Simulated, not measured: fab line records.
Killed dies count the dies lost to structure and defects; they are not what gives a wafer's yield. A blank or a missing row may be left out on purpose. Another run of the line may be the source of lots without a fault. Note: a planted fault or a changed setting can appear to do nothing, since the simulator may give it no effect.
Chamber matching	flow nand-harc	NHARC_THIN_TSV_DEP_43 on pecvd-02: 3 sister chambers
The step deposits SiO2, target thk 1328.5 nm. 6 wafers are shown with their chamber, then 8 later ones without.

== WAFERS WITH THEIR CHAMBER ==
wafer	chamber	throttle-valve-pct (%)
L948.1	2	16.6
L960.5	0	15.9
L962.1	1	16.0
L962.4	2	16.6
L962.5	0	15.9
L964.2	1	16.2

== WAFERS WITH NO CHAMBER GIVEN ==
wafer	throttle-valve-pct (%)
L964.3	15.8
L964.5	16.4
L965.3	15.7
L965.4	15.7
L965.5	16.3
L967.2	16.4
L967.4	15.9
L967.6	16.3

== WHICH CHAMBER EACH WENT THROUGH ==
wafer	from the rows above	in truth
L964.3	0	0
L964.5	can't be placed: 2 or 1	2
L965.3	0	0
L965.4	0	0
L965.5	can't be placed: 1 or 2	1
L967.2	can't be placed: 2 or 1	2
L967.4	0	0
L967.6	can't be placed: 1 or 2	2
Placed correctly: 4 of 8. Cannot be placed on the basis of these rows: 4; the candidates contain the true chamber in 4. Number placed wrongly: 0.
How it was worked out, from the rows above alone: a wafer's distance from a chamber is the root of the sum, over the readings, of the square of ((its reading less the chamber's mean) divided by the reading's scatter). The wafer belongs to the nearest chamber; if the next one is less than 2 further off, it can't be placed. For every chamber, the mean is computed from those of its wafers that are shown. The scatter: take each reading less its chamber's mean, square it, sum over the shown wafers, divide by the number of wafers less the number of chambers, and take the root.
